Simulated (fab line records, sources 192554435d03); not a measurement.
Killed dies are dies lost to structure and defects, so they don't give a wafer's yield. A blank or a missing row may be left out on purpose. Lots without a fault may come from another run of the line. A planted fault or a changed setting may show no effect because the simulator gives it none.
Which tool did it? | flow n5_finfet | 11 lots, 31 wafers sampled, at 1 step of a route of 1938

WHAT THE GAUGES READ, wafer by wafer
N5_BEOL_M8_CD_MEAS_28: target cd 40 nm.
lot  | measured     | on        | cd_nm (nm)
L952 | day 9 16:52  | cd_sem-02 | 40.27 40.14 39.85
L954 | day 10 03:08 | cd_sem-02 | 39.71 39.81 39.76
L953 | day 10 17:34 | cd_sem-03 | 40.25 39.95 39.80
L956 | day 11 13:35 | cd_sem-02 | 40.21 39.84 40.25
L959 | day 12 00:48 | cd_sem-01 | 39.84 39.81 40.34
L960 | day 12 13:29 | cd_sem-03 | 39.95 40.49 40.27
L965 | day 13 03:47 | cd_sem-01 | 40.31 40.20
L966 | day 13 20:58 | cd_sem-01 | 40.12 40.50
L968 | day 14 05:59 | cd_sem-01 | 39.69 40.04 39.93
L969 | day 14 06:05 | cd_sem-01 | 39.71 40.11 39.64
L974 | day 15 19:20 | cd_sem-03 | 39.86 40.07 40.23

WHICH TOOL RAN EACH LOT (tool, then ch and the chambers of the sampled wafers, then the start)
The record holds no process step before these readings.

WHAT THE TOOLS THEMSELVES READ (means of the sampled wafers that have a number; where no wafer has one, the mark that the record gives instead)
The record holds no such reading with a usual standard deviation.

THE ANSWER, worked out from the rows above alone
Rule: what is usual is taken from the lots themselves. Put in order of their means at a reading, lots are off if they are a third of the lots or fewer, leave a main group of 4 or more, and stand apart from it by a gap of 3 or more times the standard deviation of the main group's means; of several such gaps the widest counts. A main group whose means are all the same, to the digits that the tables above print for the reading, isn't used. A lot without any number at a reading at which 4 lots or more have one is off too. The other lots that the step has rows for count as sound. The gauges are gone through in route order, then the tools' own readings, and for those a lot's mean is taken as printed above. The first step at which some lot is off is used, and at that step the reading that is off furthest; a lot without a number counts as furthest.
No lot is off at any reading shown: from this, nothing can be told.

WHAT THE SIMULATOR HAD PUT IN
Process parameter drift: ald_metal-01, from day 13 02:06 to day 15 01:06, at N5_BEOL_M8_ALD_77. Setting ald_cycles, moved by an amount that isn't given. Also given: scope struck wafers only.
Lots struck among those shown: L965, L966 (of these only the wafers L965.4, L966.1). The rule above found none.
